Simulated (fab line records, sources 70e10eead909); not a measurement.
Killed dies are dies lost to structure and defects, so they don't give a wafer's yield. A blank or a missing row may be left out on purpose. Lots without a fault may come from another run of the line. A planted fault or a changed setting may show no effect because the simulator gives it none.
fab line records | flow nand_harc
record lots=11 wafers=33 last_day=34
route steps=1302 shown P_STI@96 P_GATE@122
lots that met no fault: from a run of the same line without faults
start_h: hours from the record's first day to the start of the lot's first wafer shown | wait_h: hours since the lot's step before | " the same as in the row above | L1.1+2: a row that stands for several wafers | - no value, or no start given | * or withheld: withheld | < > ~ a bound
route shown NAME@n: a module of which the file shows steps, and the number in the route of the first | usual: mean/standard deviation of fault-free wafers | same: alike in all rows | chamber/n: place in a boat | sites: the reading at each site | _std_site: their standard deviation | _edge_site: outer sites' mean less inner sites' | radius_mm: how far each site lies from the wafer's centre | mask NAME#n: copy n | behind: the tool/chamber that last shaped the wafer | hold: why the lot was held/for how many hours/how that ended | device: the transistor (n, p or np) that didn't switch | end of line: the same wafers' tests at the end of the route | a step without rows: its recipe alone | killed: dies lost to structure and defects at the first sort, not the wafer's yield | map: a wafer's dies, x killed, . not, _ none there
set.NAME: the setting as run; set.NAME@STEP: as run at that earlier step | model.NAME: the simulator's own value behind a step, which no gauge read
steps of the route over a sample of lots; a table a step, a row a wafer
services: from which hour (start_h, from the record's first day; less than 0 if before it) a tool's chamber was out of use, for how many hours, and why
## steps
# step NHARC_P_STI_OCD_MEAS_43
# usual trench_depth_nm=301.1/2.7 trench_foot_cd_nm=158.4/1.3
# columns lot.wafer tool chamber start_h wait_h trench_depth_nm trench_foot_cd_nm
L627.2 ocd-02 - 55.94 - 302.6 158.8
L627.5 " - " " 302.1 159.3
L627.6 " - " " 303.7 157.1
L628.2 ocd-01 - 65.90 - 301.5 157.3
L628.3 " - " " 302.6 157.8
L628.6 " - " " 300.2 160.0
L631.1 ocd-02 - 95.95 - 299.0 158.3
L631.3 " - " " 294.9 160.2
L631.5 " - " " 299.0 158.4
L632.1 ocd-02 - 103.66 - 304.5 156.5
L632.2 " - " " 299.8 159.0
L632.3 " - " " 303.5 158.1
L637.2 ocd-01 - 156.03 - 303.6 158.7
L637.3 " - " " 304.7 159.0
L637.4 " - " " 306.3 159.1
L638.2 ocd-01 - 164.31 - 306.1 159.3
L638.4 " - " " 305.4 157.1
L638.5 " - " " 304.1 156.9
L640.1 ocd-01 - 187.45 - 299.0 161.9
L640.2 " - " " 302.5 158.8
L640.3 " - " " 300.7 158.5
L642.2 ocd-01 - 206.64 - 303.2 157.5
L642.5 " - " " 298.5 158.6
L642.6 " - " " 302.1 156.9
L646.3 ocd-01 - 246.97 - 303.9 156.9
L646.4 " - " " 302.2 157.1
L646.6 " - " " 304.4 157.2
L647.1 ocd-01 - 253.77 - 295.1 158.0
L647.4 " - " " 296.9 158.5
L647.5 " - " " 295.3 159.6
L648.2 ocd-02 - 294.36 - 297.7 158.0
L648.3 " - " " 296.4 158.9
L648.6 " - " " 296.9 156.9
# step NHARC_P_GATE_CD_MEAS_11
# recipe target_cd_nm=1640 landing_energy_ev=500
# usual cd_nm=1640.6/1.3
# columns lot.wafer tool chamber start_h wait_h cd_nm
L627.2 cd_sem-01 0 97.10 - 1639.6
L627.5 " 0 " " 1640.2
L627.6 " 0 " " 1639.9
L628.2 cd_sem-03 0 97.26 - 1640.8
L628.3 " 0 " " 1642.0
L628.6 " 0 " " 1640.8
L631.1 cd_sem-03 0 134.08 - 1640.9
L631.3 " 0 " " 1640.2
L631.5 " 0 " " 1642.0
L632.1 cd_sem-02 0 139.95 - 1638.4
L632.2 " 0 " " 1638.1
L632.3 " 0 " " 1639.0
L637.2 cd_sem-02 0 190.27 - 1642.2
L637.3 " 0 " " 1641.1
L637.4 " 0 " " 1642.7
L638.2 cd_sem-01 0 198.44 - 1640.6
L638.4 " 0 " " 1639.5
L638.5 " 0 " " 1641.7
L640.1 cd_sem-01 0 227.30 - 1640.4
L640.2 " 0 " " 1638.9
L640.3 " 0 " " 1638.6
L642.2 cd_sem-02 0 241.90 - 1642.6
L642.5 " 0 " " 1642.1
L642.6 " 0 " " 1639.8
L646.3 cd_sem-02 0 280.38 - 1641.2
L646.4 " 0 " " 1641.2
L646.6 " 0 " " 1641.0
L647.1 cd_sem-01 0 287.80 - 1638.9
L647.4 " 0 " " 1639.0
L647.5 " 0 " " 1640.2
L648.2 cd_sem-01 0 333.66 - 1642.1
L648.3 " 0 " " 1641.3
L648.6 " 0 " " 1643.1
# step NHARC_P_GATE_PEB_24
# recipe peb_temp_c=100 peb_time_s=65
# usual exhaust_pa=45.0/0.85 heater_power_total_W=156.6/0.44 plate_temp_C=100.02/0.14
# same peb_time_s=65
# columns lot.wafer tool chamber start_h wait_h exhaust_pa heater_power_total_W plate_temp_C
L628.2 litho_track-01 0 113.12 0.1 44.4 157.1 99.98
L628.3 " 0 " " 44.6 156.2 100.16
L628.6 " 0 " " 43.5 157.1 100.02
L627.2 litho_track-06 0 113.77 0.1 45.6 157.0 99.87
L627.5 " 0 " " 46.2 157.1 99.87
L627.6 " 0 " " 45.8 156.2 99.85
L631.1 litho_track-06 0 147.94 0.1 44.4 156.3 100.20
L631.3 " 0 " " 45.6 156.7 99.90
L631.5 " 0 " " 46.4 156.3 100.05
L632.1 litho_track-06 0 156.66 0.1 44.2 156.2 99.96
L632.2 " 0 " " 45.4 156.9 100.08
L632.3 " 0 " " 44.6 157.1 99.88
L637.2 litho_track-06 0 208.57 0.1 44.6 157.1 99.94
L637.3 " 0 " " 44.5 157.1 99.78
L637.4 " 0 " " 44.6 156.9 99.83
L638.2 litho_track-01 0 212.46 0.1 45.5 157.2 99.98
L638.4 " 0 " " 44.2 157.2 100.33
L638.5 " 0 " " 45.3 157.0 100.09
L640.1 litho_track-06 0 241.92 0.1 44.7 155.3 99.09
L640.2 " 0 " " 45.7 155.1 98.99
L640.3 " 0 " " 45.7 155.2 99.09
L642.2 litho_track-06 0 255.62 0.1 44.3 155.3 99.25
L642.5 " 0 " " 44.0 154.1 99.22
L642.6 " 0 " " 46.2 154.6 99.27
L646.3 litho_track-01 0 294.19 0.0 44.8 157.2 100.04
L646.4 " 0 " " 45.1 157.1 100.02
L646.6 " 0 " " 43.1 156.8 99.91
L647.1 litho_track-01 0 302.42 0.1 44.3 157.1 100.07
L647.4 " 0 " " 44.7 156.9 100.19
L647.5 " 0 " " 44.7 156.3 99.90
L648.2 litho_track-01 0 348.31 0.1 45.0 157.0 100.00
L648.3 " 0 " " 44.7 155.9 99.90
L648.6 " 0 " " 45.4 157.1 99.88
# step NHARC_P_GATE_CD_MEAS_26
# recipe target_cd_nm=120 landing_energy_ev=500
# usual cd_nm=120.0/0.44
# columns lot.wafer tool chamber start_h wait_h cd_nm
L628.2 cd_sem-02 0 113.20 - 120.2
L628.3 " 0 " " 120.4
L628.6 " 0 " " 119.6
L627.2 cd_sem-02 0 113.85 - 119.6
L627.5 " 0 " " 119.8
L627.6 " 0 " " 120.4
L631.1 cd_sem-02 0 148.02 - 119.7
L631.3 " 0 " " 120.5
L631.5 " 0 " " 120.0
L632.1 cd_sem-02 0 156.74 - 120.6
L632.2 " 0 " " 120.3
L632.3 " 0 " " 120.1
L637.2 cd_sem-03 0 208.65 - 120.2
L637.3 " 0 " " 119.8
L637.4 " 0 " " 120.1
L638.2 cd_sem-02 0 212.54 - 119.5
L638.4 " 0 " " 119.5
L638.5 " 0 " " 119.6
L640.1 cd_sem-01 0 242.00 - 123.5
L640.2 " 0 " " 123.2
L640.3 " 0 " " 123.3
L642.2 cd_sem-03 0 255.70 - 123.1
L642.5 " 0 " " 123.1
L642.6 " 0 " " 122.7
L646.3 cd_sem-03 0 294.28 - 119.8
L646.4 " 0 " " 119.8
L646.6 " 0 " " 119.4
L647.1 cd_sem-02 0 302.50 - 120.1
L647.4 " 0 " " 119.2
L647.5 " 0 " " 119.8
L648.2 cd_sem-02 0 348.39 - 121.0
L648.3 " 0 " " 120.6
L648.6 " 0 " " 119.8
# step NHARC_P_GATE_ETCH_114
# recipe target_depth_a=300 overetch_a=30 time_s=16.5 ion_energy_ev=100 cf4_flow_sccm=80 o2_flow_sccm=20 ar_flow_sccm=0 rf_w=300 bias_w=100 chemistry=CF4/O2
# usual chamber_pressure_mTorr=30.005/0.028 drypump_motor_current_A=5.6/0.49 mfc_ar_sccm=0.011/0.013 oes_product_au=1.001/0.0068 rf_fwd_power_W=294.7/1.8 rf_vpp_V=197.2/1.4 showerhead_plenum_p_Torr=1.31/0.051 throttle_valve_pct=13.398/0.0089
# columns lot.wafer tool chamber start_h wait_h chamber_pressure_mTorr drypump_motor_current_A mfc_ar_sccm oes_product_au rf_fwd_power_W rf_hours_counter_h rf_vpp_V showerhead_plenum_p_Torr throttle_valve_pct
L628.3 rie_diel-08 2 - - 30.014 6.0 0 1.019 296.7 7.1 195.7 1.26 13.411
L628.2 " 3 " " 30.008 6.2 0 1.004 292.5 6.6 196.8 1.32 13.396
L628.6 " 2 " " 29.957 6.0 0 1.012 298.2 - 194.9 1.26 13.381
L627.2 rie_diel-06 1 - - 29.995 6.4 0.003 1.004 296.5 8.5 196.6 1.27 13.392
L627.5 " 1 " " 30.010 6.4 0.003 0.985 296.5 - 196.5 1.27 13.388
L627.6 " 2 " " 30.015 5.0 0 1.002 292.7 - 195.9 1.36 13.397
L631.3 rie_diel-13 1 - - 29.996 5.2 0.042 1.000 298.0 8.8 195.7 1.29 13.410
L631.1 " 3 " " 29.972 6.4 0.021 0.998 294.5 8.2 195.8 1.25 13.394
L631.5 " 2 " " 29.969 5.0 0.018 0.992 295.1 - 198.7 1.34 13.402
L632.2 rie_diel-13 1 - - 30.033 5.2 0.042 1.000 298.0 9.2 196.8 1.29 13.404
L632.1 " 2 " " 30.006 5.0 0.018 1.001 295.0 10.8 198.0 1.34 13.394
L632.3 " 3 " " 29.995 6.4 0.021 1.003 294.8 8.8 194.4 1.25 13.397
L637.3 rie_diel-06 3 - - 30.005 5.5 0.026 1.004 293.6 2.3 195.5 1.25 13.406
L637.2 " 0 " " 29.960 5.5 0.016 1.001 292.6 5.1 194.9 1.26 13.402
L637.4 " 1 " " 29.994 6.4 0.003 0.999 295.1 5.0 194.9 1.27 13.409
L638.2 rie_diel-13 3 - - 30.040 6.4 0.021 1.000 292.9 3.2 196.2 1.25 13.409
L638.4 " 0 " " 30.016 5.1 0.017 0.995 295.1 2.9 196.6 1.28 13.409
L638.5 " 2 " " 29.989 5.0 0.018 1.002 293.3 - 197.1 1.34 13.410
L640.3 rie_diel-13 3 - - 30.016 6.3 0.021 1.011 294.1 4.6 196.0 1.25 13.389
L640.1 " 0 " " 29.954 5.1 0.017 1.010 294.7 4.8 196.4 1.28 13.406
L640.2 " 2 " " 29.992 5.0 0.018 0.992 295.3 3.9 198.0 1.34 13.391
L642.2 rie_diel-08 2 - - 29.976 6.0 0 0.997 297.1 3.1 195.8 1.26 13.387
L642.5 " 1 " " 30.011 5.4 0 1.009 294.6 - 198.7 1.40 13.393
L642.6 " 2 " " 30.084 6.0 0 1.001 297.7 - 195.7 1.26 13.388
L646.4 rie_diel-08 3 - - 30.001 6.2 0 0.998 293.2 5.0 197.8 1.32 13.402
L646.3 " 0 " " 29.994 5.4 0 0.992 295.0 5.5 199.5 1.36 13.401
L646.6 " 3 " " 30.028 6.2 0 0.999 292.6 - 196.9 1.32 13.410
L647.1 rie_diel-08 0 - - 29.962 5.4 0 0.990 295.6 6.5 199.2 1.36 13.405
L647.4 " 2 " " 30.052 6.0 0 1.004 296.7 5.9 196.6 1.26 13.390
L647.5 " 0 " " 30.010 5.4 0 0.997 294.5 - 198.1 1.36 13.407
L648.2 rie_diel-08 2 - - 30.007 6.0 0 1.013 296.8 8.3 196.2 1.26 13.401
L648.3 " 3 " " 29.995 6.2 0 1.003 293.0 8.4 198.2 1.32 13.392
L648.6 " 0 " " 30.041 5.4 0 1.003 293.4 - 199.6 1.36 13.389
## services
# columns tool chamber start_h hours kind
rie_diel-08 0 96.30 - clean
rie_diel-08 1 96.30 - clean
rie_diel-08 2 96.30 - clean
rie_diel-08 3 96.30 - clean
rie_diel-08 0 120.80 - clean
rie_diel-08 1 120.80 - clean
rie_diel-08 2 120.80 - clean
rie_diel-08 3 120.80 - clean
rie_diel-06 - 126.38 0.3 repair
rie_diel-06 - 130.20 9.0 pm
rie_diel-06 3 141.87 29.6 repair
rie_diel-08 0 145.30 - clean
litho_track-01 - 155.00 7.0 pm
rie_diel-13 - 165.00 9.0 pm
litho_track-06 - 179.00 7.0 pm
rie_diel-08 - 190.80 9.0 pm
rie_diel-08 1 205.62 5.8 repair
rie_diel-13 - 245.28 73.8 repair
rie_diel-06 - 307.20 9.0 pm
rie_diel-08 - 310.86 0.7 repair
rie_diel-08 1 322.57 2.4 repair
litho_track-01 - 330.00 7.0 pm
rie_diel-08 1 341.79 3.7 repair
rie_diel-13 - 342.00 9.0 pm
## key
first_sign step=NHARC_P_GATE_PEB_24 reading=plate_temp_C direction=down sigmas=6.4 usual=* struck=*
effect step=NHARC_P_GATE_PEB_24 reading=heater_power_total_W direction=down sigmas=3.9 usual=* struck=*
effect step=NHARC_P_GATE_CD_MEAS_26 reading=cd_nm direction=up sigmas=7.1 usual=120.0 struck=123.2
met_at NHARC_P_GATE_PEB_24
struck_lots L640,L642
tester_left_out L640,L642
not_acting_at NHARC_P_STI_OCD_MEAS_43,NHARC_P_GATE_CD_MEAS_11,NHARC_P_GATE_ETCH_114
onset_between 208.57 241.92
fault kind=process_parameter_drift tool=litho_track-06 chamber=- onset_h=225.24 steps=NHARC_P_GATE_PEB_24 channel=peb_temp_c offset=* shape=step end_h=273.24 acts_in=* stated=*
# tester_left_out: of these lots the tester's yield and bins aren't shown, on N5 and GAA mostly nor the transistor test; their killed dies are dies lost to structure and defects alone, not to doping, threshold or leakage, so they don't give the yield
